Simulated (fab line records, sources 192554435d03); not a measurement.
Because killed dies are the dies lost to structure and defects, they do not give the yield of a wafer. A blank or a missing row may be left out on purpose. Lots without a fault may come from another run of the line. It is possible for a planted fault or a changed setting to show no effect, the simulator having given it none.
Which tool is to blame? -- flow n5-finfet -- 28 wafers from 10 lots sampled at 5 of the route's 1938 steps

## WHAT THE GAUGES READ, wafer by wafer
N5_BEOL_M4_RC_MEAS_101. Usual: DIBL_N 37.1 mV/V, standard deviation 1.9; DIBL_P 37.2 mV/V, standard deviation 2.3; IOFF_N 0.18 nA/um, standard deviation 0.04; IOFF_P 0.23 nA/um, standard deviation 0.044; ION_N 682 uA/um, standard deviation 11; ION_P 468 uA/um, standard deviation 8.6; SS_N 71.9 mV/dec, standard deviation 0.68; SS_P 73.5 mV/dec, standard deviation 0.74; VT_N 248 mV, standard deviation 3.4; VT_P -248 mV, standard deviation 3.4.
lot,measured,on,DIBL_N (mV/V),DIBL_P (mV/V),IOFF_N (nA/um),IOFF_P (nA/um),ION_N (uA/um),ION_P (uA/um),SS_N (mV/dec),SS_P (mV/dec),VT_N (mV),VT_P (mV),flag
L875,day 8 02:15,prober-02,39.1 36.4 38.4,38.0 34.9 36.1,0.19 0.14 0.16,0.24 0.20 0.22,673 675 668,463 468 461,72.1 71.3 72.4,74.4 73.4 73.8,250 251 248,-250 -251 -249,
L877,day 8 19:58,prober-02,38.1 35.6 35.8,37.6 34.7 34.2,0.21 0.15 0.16,0.31 0.24 0.24,687 673 680,479 473 473,72.3 71.4 70.9,74.1 73.8 73.1,246 248 247,-240 -245 -246,
L876,day 8 23:04,prober-02,33.6 35.1 34.7,34.6 36.4 36.5,0.13 0.16 0.15,0.19 0.22 0.22,662 683 676,461 468 475,71.1 71.5 71.6,73.4 74.3 73.2,254 251 252,-249 -245 -249,
L887,day 11 02:40,prober-01,36.4 37.9 37.2,36.6 37.9 36.3,0.16 0.20 0.18,0.24 0.28 0.24,687 696 676,478 480 460,71.4 71.8 71.7,72.7 73.4 73.3,245 245 248,-246 -246 -246,
L893,day 12 12:32,prober-01,36.9 37.8,35.7 35.7,0.17 0.19,0.18 0.19,666 670,444 452,73.2 73.0,73.4 73.2,250 251,-256 -253,
L894,day 13 04:58,prober-01,37.6 37.4 41.7,40.2 39.5 43.6,0.21 0.19 0.32,0.29 0.26 0.37,688 681 699,473 464 477,72.1 71.8 73.5,74.6 74.0 75.8,246 247 240,-246 -246 -244,
L896,day 13 06:49,prober-01,36.3 32.8,37.3 33.6,0.19 0.13,0.26 0.20,689 652,471 457,72.2 71.2,73.4 71.7,246 253,-245 -250,

## EACH LOT AND THE TOOL THAT RAN IT (in order: tool; ch and the chambers of the sampled wafers; start)
lot,N5_BEOL_M2_ALD_98,N5_BEOL_M2_ETCH_41,N5_BEOL_M2_DEGAS_44,N5_BEOL_M2_ALD_84
L875,"ald-sin-03 ch 0,1,2, day 7 01:34","rie-diel-03 ch 0,1,2, day 7 02:41","pvd-sputter-03, day 7 03:05","ald-metal-03 ch 1,3, day 7 03:11"
L877,"ald-sin-01 ch 0,1,2, day 7 07:21","rie-diel-01 ch 0,2,3, day 7 08:19","pvd-sputter-01, day 7 08:46","ald-metal-02 ch 0,1,3, day 7 08:54"
L876,"ald-sin-01 ch 0,1,3, day 7 07:33","rie-diel-01 ch 1,2,3, day 7 08:41","pvd-sputter-02, day 7 09:00","ald-metal-01 ch 0,2,3, day 7 09:06"
L887,"ald-sin-02 ch 2,3, day 10 03:31","rie-diel-01 ch 1,2, day 10 04:34","pvd-sputter-02, day 10 04:53","ald-metal-03 ch 1,2, day 10 04:59"
L888,"ald-sin-01 ch 2,3, day 10 04:40","rie-diel-01 ch 0,2,3, day 10 09:05","pvd-sputter-03, day 10 09:32","ald-metal-01 ch 0,1, day 10 09:38"
L886,"ald-sin-01 ch 1,2,3, day 10 04:55","rie-diel-03 ch 1,3, day 10 09:16","pvd-sputter-02, day 10 09:51","ald-metal-02 ch 0,2,3, day 10 09:57"
L889,"ald-sin-02 ch 0,1,2, day 10 09:53","rie-diel-01 ch 0,3, day 10 13:53","pvd-sputter-02, day 10 14:13","ald-metal-02 ch 0,3, day 10 14:19"
L893,"ald-sin-01 ch 0,1, day 11 08:25","rie-diel-03 ch 0,3, day 11 09:45","pvd-sputter-03, day 11 10:25","ald-metal-02 ch 0,3, day 11 10:32"
L894,"ald-sin-01 ch 1,2, day 11 16:39","rie-diel-01 ch 0,1,3, day 12 02:24","pvd-sputter-01, day 12 03:47","ald-metal-02 ch 0,1, day 12 03:55"
L896,"ald-sin-02 ch 2, day 12 00:45","rie-diel-03 ch 1,3, day 12 05:01","pvd-sputter-02, day 12 06:05","ald-metal-01 ch 0,2, day 12 06:13"
- N5_BEOL_M2_ALD_98: deposits SiO2, target thk 2.5 nm, pulse time 1 s, co reactant pulse time 1 s.
- N5_BEOL_M2_ETCH_41: etches SiCN in CH3F/O2, target depth 29.9 nm, time 52.5 s.
- N5_BEOL_M2_DEGAS_44: time 60 s.
- N5_BEOL_M2_ALD_84: deposits TaN, pulse time 2 s, purge time 3 s, co reactant purge time 2 s.

## WHAT THE TOOLS THEMSELVES READ (means of the sampled wafers that have a number; where no wafer has one, the mark that the record gives instead)
N5_BEOL_M2_ALD_98. Usual: heater-power-w 79 W, standard deviation 9.8; precursor-pulse-height-rel 1.001, standard deviation 0.018.
lot,tool,heater-power-w (W),precursor-pulse-height-rel,flag
L875,ald-sin-03,82,1.004,
L877,ald-sin-01,75,1.018,
L876,ald-sin-01,79,0.996,
L887,ald-sin-02,91,0.981,
L888,ald-sin-01,70,1.019,
L886,ald-sin-01,70,1.002,
L889,ald-sin-02,81,0.998,
L893,ald-sin-01,75,0.978,
L894,ald-sin-01,69,0.993,
L896,ald-sin-02,86,1.012,

N5_BEOL_M2_ETCH_41. Usual: CH3F_flow_sccm 29.99 sccm, standard deviation 0.086; O2_flow_sccm 20.00 sccm, standard deviation 0.063; drypump-motor-current-A 5.6 A, standard deviation 0.44; mfc-ar-sccm 150.0 sccm, standard deviation 0.47; oes-product-au 0.82 a.u., standard deviation 0.083; rf-vpp-V 297.2 V, standard deviation 1.4; showerhead-plenum-p-Torr 1.99 Torr, standard deviation 0.06; throttle-valve-pct 16.25 %, standard deviation 0.29.
lot,tool,CH3F_flow_sccm (sccm),O2_flow_sccm (sccm),drypump-motor-current-A (A),mfc-ar-sccm (sccm),oes-product-au (a.u.),rf-vpp-V (V),showerhead-plenum-p-Torr (Torr),throttle-valve-pct (%),flag
L875,rie-diel-03,30.04,19.94,6.0,150.2,0.85,296.1,1.93,16.14,
L877,rie-diel-01,30.01,20.01,5.4,149.8,0.81,297.1,1.96,16.34,
L876,rie-diel-01,29.93,20.04,5.5,150.0,0.84,297.6,1.99,16.28,
L887,rie-diel-01,30.03,19.99,5.6,150.2,0.82,296.9,2.00,16.17,
L888,rie-diel-01,-,-,-,-,-,-,-,-,OFF
L886,rie-diel-03,-,-,-,-,-,-,-,-,OFF
L889,rie-diel-01,-,-,-,-,-,-,-,-,OFF
L893,rie-diel-03,30.02,20.02,5.5,149.9,0.89,298.9,2.11,16.06,
L894,rie-diel-01,29.97,20.02,5.3,149.7,0.82,296.5,1.97,16.14,
L896,rie-diel-03,30.06,20.01,6.2,150.2,0.83,297.6,2.01,16.26,

N5_BEOL_M2_DEGAS_44. Usual: heater-power-w reads 352 W (standard deviation 28).
lot,tool,heater-power-w (W),flag
L875,pvd-sputter-03,333,
L877,pvd-sputter-01,328,
L876,pvd-sputter-02,363,
L887,pvd-sputter-02,353,
L888,pvd-sputter-03,361,
L886,pvd-sputter-02,368,
L889,pvd-sputter-02,374,
L893,pvd-sputter-03,322,
L894,pvd-sputter-01,350,
L896,pvd-sputter-02,370,

N5_BEOL_M2_ALD_84. Usual: heater-power-w 415 W, standard deviation 26; mfc-carrier-sccm 1500 sccm, standard deviation 4.4.
lot,tool,heater-power-w (W),mfc-carrier-sccm (sccm),flag
L875,ald-metal-03,431,1497,
L877,ald-metal-02,405,1498,
L876,ald-metal-01,414,1497,
L887,ald-metal-03,411,1498,
L888,ald-metal-01,430,1499,
L886,ald-metal-02,400,1499,
L889,ald-metal-02,415,1506,
L893,ald-metal-02,396,1496,
L894,ald-metal-02,398,1499,
L896,ald-metal-01,413,1496,

## THE ANSWER, worked out from the rows above alone
Rule: a lot counts as off when the mean over its wafers that have a number is more than 3 standard deviations away from the usual mean. A lot without any number at a reading at which 4 lots or more have one is off too. The other lots that the step has rows for count as sound. First the gauges in route order, then the tools' own readings, where a lot's mean is used as printed above. At the first step where some lot is off, the reading lying furthest off is the one used; lots without a number count as furthest.
Off: L888, L886, L889, at N5_BEOL_M2_ETCH_41 (CH3F_flow_sccm). Without a number there: L888, L886, L889.
A tool fits if, at that step or a process step before it, it ran every lot that is off, and no sound lot after the first of them. Not one of the candidates tried fits.

## WHAT THE SIMULATOR HAD INSERTED
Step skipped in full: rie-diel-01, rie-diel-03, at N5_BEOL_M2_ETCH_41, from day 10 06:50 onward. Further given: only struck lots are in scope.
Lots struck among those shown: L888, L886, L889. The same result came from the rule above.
